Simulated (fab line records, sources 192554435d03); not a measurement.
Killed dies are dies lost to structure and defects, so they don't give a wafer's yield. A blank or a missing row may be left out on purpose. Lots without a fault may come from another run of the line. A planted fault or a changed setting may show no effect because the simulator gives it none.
Chamber matching | flow n5_finfet | N5_BEOL_M5_ETCH_61 on rie_diel-01: 4 sister chambers
The step etches SiARC in CF4, target depth 15.6 nm, time 26 s. 4 wafers are shown with their chamber, then 8 later ones without.

WAFERS WITH THEIR CHAMBER
wafer  | chamber | drypump_motor_current_A (A)
L085.3 | 0       | 6.1
L087.1 | 1       | 5.8
L087.4 | 2       | 6.0
L088.1 | 3       | 6.7

WAFERS WITHOUT THEIR CHAMBER
wafer  | drypump_motor_current_A (A)
L088.4 | 5.8
L088.5 | 6.7
L089.3 | 6.7
L089.5 | 5.8
L089.6 | 6.1
L095.2 | 6.1
L095.3 | 6.6
L095.4 | 6.1

WHICH CHAMBER EACH WENT THROUGH
wafer  | from the rows above | in truth
L088.4 | 1                   | 1
L088.5 | 3                   | 3
L089.3 | 3                   | 3
L089.5 | 1                   | 1
L089.6 | 0                   | 0
L095.2 | 0                   | 0
L095.3 | 3                   | 3
L095.4 | 0                   | 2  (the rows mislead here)
Placed correctly: 7 of 8. Can't be placed from these rows: 0. Placed wrongly: 1.
How it was worked out, from the rows above alone: a wafer's distance from a chamber is the root of the sum, over the readings, of the square of ((its reading less the chamber's mean) divided by the reading's scatter). The wafer belongs to the nearest chamber; if the next one is less than 2 further off, it can't be placed. A chamber's mean is the mean of its shown wafers. The scatter: with one shown wafer a chamber, the root of the mean of the squares of how far each hidden wafer lies from its nearest shown one.
